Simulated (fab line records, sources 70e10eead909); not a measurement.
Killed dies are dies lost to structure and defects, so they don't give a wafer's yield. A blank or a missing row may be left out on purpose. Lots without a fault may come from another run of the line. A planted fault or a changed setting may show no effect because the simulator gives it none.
Tool commonality check | flow nand_harc | 14 lots, 48 wafers sampled

WHY IT WAS OPENED
At NHARC_A_ONON_D1_THK_MEAS_08 the reading thk_nm is flagged on 2 of 14 lots. Wafers without a fault read 998 nm, standard deviation 10.
Rule: a lot is flagged when every wafer of it that has a number lies more than 4 standard deviations from that mean, or none has a number. The other lots count as sound.

lot  | measured     | on            | thk_nm (nm), wafer by wafer   | flag
L204 | day 7 21:31  | film_metro-01 | 996 994 993                   |
L205 | day 8 02:21  | film_metro-01 | 1009 1008 1010                |
L206 | day 8 05:55  | film_metro-02 | 994 995 996                   |
L207 | day 8 14:05  | film_metro-01 | 1010 1011 1011                |
L209 | day 8 17:53  | film_metro-02 | 998 997 997                   |
L210 | day 8 17:53  | film_metro-01 | 1011 1011 1012                |
L212 | day 9 06:15  | film_metro-02 | 986 987 988                   |
L215 | day 10 06:46 | film_metro-01 | 1021 1021 1022                |
L219 | day 11 14:59 | film_metro-01 | 1557 1555 1556 1556 1558 1557 | FLAGGED
L221 | day 11 23:19 | film_metro-02 | 1562 1561 1563 1563 1562 1564 | FLAGGED
L222 | day 11 23:34 | film_metro-02 | 1011 1010 1010                |
L223 | day 12 09:10 | film_metro-02 | 1001 1001 1003                |
L225 | day 13 01:58 | film_metro-01 | 1002 1001 1001                |
L227 | day 13 17:26 | film_metro-02 | 996 994 994                   |
The numbers of the flagged lots are 1560 nm on average: +562 nm against the usual, or +56 standard deviations.

WHICH TOOL RAN EACH LOT
The record holds 1 process step before the reading, out of a route of 1159 steps. In each cell: the tool, then ch and the chambers that the sampled wafers went through, then the start.
lot  | flag    | NHARC_A_ONON_D1_DEP_06
L204 |         | pecvd_onon-02 ch 0, day 7 21:04
L205 |         | pecvd_onon-02 ch 0, day 8 01:53
L206 |         | pecvd_onon-01 ch 0, day 8 05:27
L207 |         | pecvd_onon-02 ch 0, day 8 13:38
L209 |         | pecvd_onon-03 ch 0, day 8 17:29
L210 |         | pecvd_onon-01 ch 0, day 8 17:26
L212 |         | pecvd_onon-03 ch 0, day 9 05:48
L215 |         | pecvd_onon-01 ch 0, day 10 06:19
L219 | FLAGGED | pecvd_onon-01 ch 0, day 11 14:29
L221 | FLAGGED | pecvd_onon-01 ch 0, day 11 22:52
L222 |         | pecvd_onon-02 ch 0, day 11 23:06
L223 |         | pecvd_onon-03 ch 0, day 12 08:43
L225 |         | pecvd_onon-03 ch 0, day 13 01:27
L227 |         | pecvd_onon-03 ch 0, day 13 16:59
What these steps do:
- NHARC_A_ONON_D1_DEP_06: target thk 1000 nm.
- NHARC_A_ONON_D1_THK_MEAS_08: measures by ellipsometry.

FLAGGED OVER TOTAL, TOOL BY TOOL (the gauges that took the reading come last)
step                        | tool          | lots run | flagged | share of the flagged lots | sound lots run after its first flagged lot
NHARC_A_ONON_D1_DEP_06      | pecvd_onon-01 | 5        | 2       | all                       | 0
NHARC_A_ONON_D1_DEP_06      | pecvd_onon-02 | 4        | 0       | none                      | -
NHARC_A_ONON_D1_DEP_06      | pecvd_onon-03 | 5        | 0       | none                      | -
NHARC_A_ONON_D1_THK_MEAS_08 | film_metro-01 | 7        | 1       | some                      | 1 (L225)
NHARC_A_ONON_D1_THK_MEAS_08 | film_metro-02 | 7        | 1       | some                      | 3 (L222,L223,L227)

WHAT THE TABLE ALLOWS
1 row of the table ran every flagged lot: pecvd_onon-01 at NHARC_A_ONON_D1_DEP_06.
- pecvd_onon-01 at NHARC_A_ONON_D1_DEP_06: 2 of its 5 lots flagged. Its last sound lot is L215 (day 10 06:19), its first flagged lot L219 (day 11 14:29): a fault that began between those two fits.
One tool is left: pecvd_onon-01 at NHARC_A_ONON_D1_DEP_06.

WHAT THE SIMULATOR HAD PUT IN
Process parameter drift: pecvd_onon-01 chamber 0, from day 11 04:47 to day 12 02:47, at NHARC_A_ONON_D1_DEP_06. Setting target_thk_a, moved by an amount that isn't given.
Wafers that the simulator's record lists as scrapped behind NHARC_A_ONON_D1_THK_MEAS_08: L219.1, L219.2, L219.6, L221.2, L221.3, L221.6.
Lots struck among those shown: L219, L221. The rule above found the same.
